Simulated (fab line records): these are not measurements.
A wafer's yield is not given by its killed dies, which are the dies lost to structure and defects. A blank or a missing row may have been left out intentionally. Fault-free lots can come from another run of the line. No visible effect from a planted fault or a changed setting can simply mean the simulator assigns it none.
Which tool is to blame? | flow nand harc | Sampling: 15 lots, 45 wafers, 4 of 1302 route steps

WHAT THE GAUGES SHOWED, per wafer
The record lacks any reading of a measuring or inspecting step that a usual standard deviation could be used to judge.

TOOL THAT RAN EACH LOT (tool first, then ch and the chambers of the sampled wafers, then the start)
lot  | NHARC_A_CHANNEL_FILL_D2_ETCHBACK_08           | NHARC_A_CHANNEL_FILL_D2_STRIP_29              | NHARC_A_STAIRCASE_DEVELOP_08      | NHARC_A_STAIRCASE_TRIM_14
L463 | rie diel-03 ch 0,1,3, day 15 08:00 or earlier | rie diel-03 ch 1,2,3, day 15 08:00 or earlier | litho track-07 ch 0, day 15 08:00 | rie diel-08 ch 0,1,2, no start
L464 | rie diel-11 ch 0,2,3, day 16 12:00 or earlier | rie diel-11 ch 1,3, day 16 12:00 or earlier   | litho track-05 ch 0, day 16 12:00 | rie diel-13 ch 0,3, no start
L466 | rie diel-03 ch 1,3, day 17 04:00 or earlier   | rie diel-03 ch 2,3, day 17 04:00 or earlier   | litho track-05 ch 0, day 17 04:00 | rie diel-08 ch 1,2,3, no start
L472 | rie diel-03 ch 0,1,3, day 20 05:00 or earlier | rie diel-03 ch 0,1,2, day 20 05:00 or earlier | litho track-07, day 20 05:00      | rie diel-04 ch 0,2,3, no start
L473 | rie diel-03 ch 0,2,3, day 20 09:00 or earlier | rie diel-03 ch 1,2, day 20 09:00 or earlier   | litho track-03, day 20 09:00      | rie diel-04 ch 0,1,2, no start
L475 | rie diel-11 ch 0,3, day 20 09:00 or earlier   | rie diel-11 ch 2,3, day 20 09:00 or earlier   | litho track-05, day 20 09:00      | rie diel-08 ch 1,3, no start
L476 | rie diel-03 ch 0,2, day 21 10:00 or earlier   | rie diel-03 ch 0,1,3, day 21 10:00 or earlier | litho track-07 ch 0, day 21 10:00 | rie diel-08 ch 0,3, no start
L477 | rie diel-12 ch 0,1,3, day 21 15:00 or earlier | rie diel-12 ch 1,2,3, day 21 15:00 or earlier | litho track-05 ch 0, day 21 15:00 | rie diel-13 ch 0,2,3, no start
L478 | rie diel-03 ch 2,3, day 22 02:00 or earlier   | rie diel-03 ch 0,1,3, day 22 02:00 or earlier | litho track-07 ch 0, day 22 02:00 | rie diel-08 ch 0,1,2, no start
L479 | rie diel-12 ch 1,2, day 22 11:00 or earlier   | rie diel-12 ch 0,1, day 22 11:00 or earlier   | litho track-05 ch 0, day 22 11:00 | rie diel-08 ch 0,1,2, no start
L481 | rie diel-12 ch 1,2, day 23 15:00 or earlier   | rie diel-12 ch 0,1,2, day 23 15:00 or earlier | litho track-05 ch 0, day 23 15:00 | rie diel-08 ch 1,2,3, no start
L482 | rie diel-03 ch 0,2, day 23 21:00 or earlier   | rie diel-03 ch 0,1,3, day 23 21:00 or earlier | litho track-05 ch 0, day 23 21:00 | rie diel-13 ch 1,3, no start
L483 | rie diel-03 ch 1,2,3, day 24 05:00 or earlier | rie diel-03 ch 2,3, day 24 05:00 or earlier   | litho track-07 ch 0, day 24 05:00 | rie diel-04 ch 2,3, no start
L484 | rie diel-03 ch 0,1,3, day 24 12:00 or earlier | rie diel-03 ch 0,1,3, day 24 12:00 or earlier | litho track-03 ch 0, day 24 12:00 | rie diel-13 ch 0,2,3, no start
L485 | rie diel-03 ch 0,1,2, day 24 20:00 or earlier | rie diel-03 ch 0,2, day 24 20:00 or earlier   | litho track-07 ch 0, day 24 20:00 | rie diel-08 ch 0,2, no start
- NHARC_A_CHANNEL_FILL_D2_ETCHBACK_08: etches the open film in C4F8, target depth 220 nm, time 110 s.
- NHARC_A_CHANNEL_FILL_D2_STRIP_29: strips in O2, time 20 s.
- NHARC_A_STAIRCASE_DEVELOP_08: time 140 s.
- NHARC_A_STAIRCASE_TRIM_14: chemistry O2, time 211.2 s.

AS READ BY THE TOOLS THEMSELVES (means over the sampled wafers that have a number; for cases with no such wafer, the mark the record gives instead)
NHARC_A_CHANNEL_FILL_D2_ETCHBACK_08. Usual: oes product au 0.97 a.u., standard deviation 0.037; rf vpp V 442 V, standard deviation 3.3.
lot  | tool        | oes product au (a.u.) | rf vpp V (V) | flag
L463 | rie diel-03 | 1.01                  | 440          |
L464 | rie diel-11 | 0.96                  | 443          |
L466 | rie diel-03 | 1.00                  | 437          |
L472 | rie diel-03 | 1.00                  | 440          |
L473 | rie diel-03 | 1.00                  | 442          |
L475 | rie diel-11 | 1.01                  | 445          |
L476 | rie diel-03 | 0.98                  | 444          |
L477 | rie diel-12 | 0.98                  | 443          |
L478 | rie diel-03 | 0.92                  | 444          |
L479 | rie diel-12 | 0.93                  | 443          |
L481 | rie diel-12 | 0.93                  | 443          |
L482 | rie diel-03 | 0.92                  | 444          |
L483 | rie diel-03 | 0.91                  | 439          |
L484 | rie diel-03 | 0.99                  | 439          |
L485 | rie diel-03 | 0.99                  | 442          |

NHARC_A_CHANNEL_FILL_D2_STRIP_29. Usual: drypump motor current A 5.7 A, standard deviation 0.43; oes product au 0.997 a.u., standard deviation 0.01; rf vpp V 57.8 V, standard deviation 0.98; showerhead plenum p Torr 3.59 Torr, standard deviation 0.17; throttle valve pct 17.036 %, standard deviation 0.009.
lot  | tool        | drypump motor current A (A) | oes product au (a.u.) | rf vpp V (V) | showerhead plenum p Torr (Torr) | throttle valve pct (%) | flag
L463 | rie diel-03 | 5.6                         | 1.003                 | 57.6         | 3.49                            | 17.042                 |
L464 | rie diel-11 | 5.7                         | 0.984                 | 58.1         | 3.50                            | 17.025                 |
L466 | rie diel-03 | 5.5                         | 0.994                 | 57.9         | 3.50                            | 17.036                 |
L472 | rie diel-03 | 5.5                         | 1.005                 | 58.3         | 3.60                            | 17.040                 |
L473 | rie diel-03 | 5.5                         | 0.995                 | 58.7         | 3.62                            | 17.036                 |
L475 | rie diel-11 | 5.3                         | 1.000                 | 57.5         | 3.65                            | 17.032                 |
L476 | rie diel-03 | 5.6                         | 0.989                 | 55.9         | 3.47                            | 17.032                 |
L477 | rie diel-12 | 6.0                         | 1.001                 | 57.8         | 3.64                            | 17.032                 |
L478 | rie diel-03 | 5.6                         | 0.992                 | 56.7         | 3.47                            | 17.034                 |
L479 | rie diel-12 | 5.6                         | 0.992                 | 57.9         | 3.65                            | 17.041                 |
L481 | rie diel-12 | 6.0                         | 1.005                 | 57.8         | 3.71                            | 17.034                 |
L482 | rie diel-03 | 5.6                         | 0.990                 | 58.4         | 3.47                            | 17.039                 |
L483 | rie diel-03 | 5.5                         | 0.987                 | 57.6         | 3.50                            | 17.037                 |
L484 | rie diel-03 | 5.7                         | 0.994                 | 57.1         | 3.47                            | 17.040                 |
L485 | rie diel-03 | 5.2                         | 0.994                 | 58.0         | 3.75                            | 17.030                 |

NHARC_A_STAIRCASE_DEVELOP_08. Usual: chill plate temp C 23.03 C, standard deviation 0.095; exhaust pa 44.9 Pa, standard deviation 0.92.
lot  | tool           | chill plate temp C (C) | exhaust pa (Pa) | flag
L463 | litho track-07 | 23.14                  | 44.1            |
L464 | litho track-05 | 23.00                  | 44.6            |
L466 | litho track-05 | 23.00                  | 45.5            |
L472 | litho track-07 | -                      | -               | OFF
L473 | litho track-03 | -                      | -               | OFF
L475 | litho track-05 | -                      | -               | OFF
L476 | litho track-07 | 22.94                  | 44.5            |
L477 | litho track-05 | 23.11                  | 45.3            |
L478 | litho track-07 | 23.02                  | 44.1            |
L479 | litho track-05 | 23.02                  | 44.1            |
L481 | litho track-05 | 23.01                  | 45.6            |
L482 | litho track-05 | 22.99                  | 45.6            |
L483 | litho track-07 | 23.10                  | 44.8            |
L484 | litho track-03 | 22.99                  | 45.6            |
L485 | litho track-07 | 23.07                  | 45.0            |

NHARC_A_STAIRCASE_TRIM_14. Usual: drypump motor current A 5.8 A, standard deviation 0.42; oes product au 1.001 a.u., standard deviation 0.0099; rf vpp V 57.7 V, standard deviation 0.83; showerhead plenum p Torr 3.53 Torr, standard deviation 0.14; throttle valve pct 17.037 %, standard deviation 0.0079.
lot  | tool        | drypump motor current A (A) | oes product au (a.u.) | rf vpp V (V) | showerhead plenum p Torr (Torr) | throttle valve pct (%) | flag
L463 | rie diel-08 | 5.6                         | 1.003                 | 57.3         | 3.54                            | 17.030                 |
L464 | rie diel-13 | 6.3                         | 0.992                 | 57.6         | 3.35                            | 17.043                 |
L466 | rie diel-08 | 5.6                         | 1.000                 | 57.6         | 3.47                            | 17.039                 |
L472 | rie diel-04 | 6.2                         | 0.999                 | 58.0         | 3.62                            | 17.035                 |
L473 | rie diel-04 | 5.6                         | 0.998                 | 58.8         | 3.71                            | 17.037                 |
L475 | rie diel-08 | 5.8                         | 1.005                 | 56.7         | 3.45                            | 17.039                 |
L476 | rie diel-08 | 5.5                         | 1.006                 | 57.2         | 3.44                            | 17.036                 |
L477 | rie diel-13 | 6.1                         | 1.001                 | 56.7         | 3.41                            | 17.044                 |
L478 | rie diel-08 | 5.6                         | 1.003                 | 57.4         | 3.51                            | 17.035                 |
L479 | rie diel-08 | 5.6                         | 1.005                 | 57.3         | 3.51                            | 17.039                 |
L481 | rie diel-08 | 5.6                         | 0.996                 | 58.4         | 3.45                            | 17.040                 |
L482 | rie diel-13 | 6.2                         | 1.001                 | 57.2         | 3.45                            | 17.044                 |
L483 | rie diel-04 | 6.1                         | 1.015                 | 57.6         | 3.66                            | 17.032                 |
L484 | rie diel-13 | 6.1                         | 1.001                 | 57.3         | 3.40                            | 17.037                 |
L485 | rie diel-08 | 5.4                         | 1.019                 | 57.9         | 3.52                            | 17.038                 |

THE ANSWER, worked out from the rows above alone
Rule: a lot counts as off when the mean over its wafers that have a number is more than 3 standard deviations away from the usual mean. Also off: a lot with no number at a reading for which 4 or more lots have one. The other lots that the step has rows for count as sound. After the gauges, taken in route order, come the tools' own readings; for these a lot's mean is taken, as printed above. At the first step where some lot is off, the reading lying furthest off is the one used; lots without a number count as furthest.
Off: L472, L473, L475 (NHARC_A_STAIRCASE_DEVELOP_08, chill plate temp C). Without a number there: L472, L473, L475.
If a tool, at that step or one of the process steps before it, ran each lot that is off and ran no sound lot following the first of them, it fits. With no start given for some of its lots, NHARC_A_CHANNEL_FILL_D2_ETCHBACK_08 uses the hours and lot order of NHARC_A_STAIRCASE_DEVELOP_08. With no start given for some of its lots, NHARC_A_CHANNEL_FILL_D2_STRIP_29 uses the hours and lot order of NHARC_A_STAIRCASE_DEVELOP_08. Of those tried, none fits.

WHAT WAS PUT IN BY THE SIMULATOR
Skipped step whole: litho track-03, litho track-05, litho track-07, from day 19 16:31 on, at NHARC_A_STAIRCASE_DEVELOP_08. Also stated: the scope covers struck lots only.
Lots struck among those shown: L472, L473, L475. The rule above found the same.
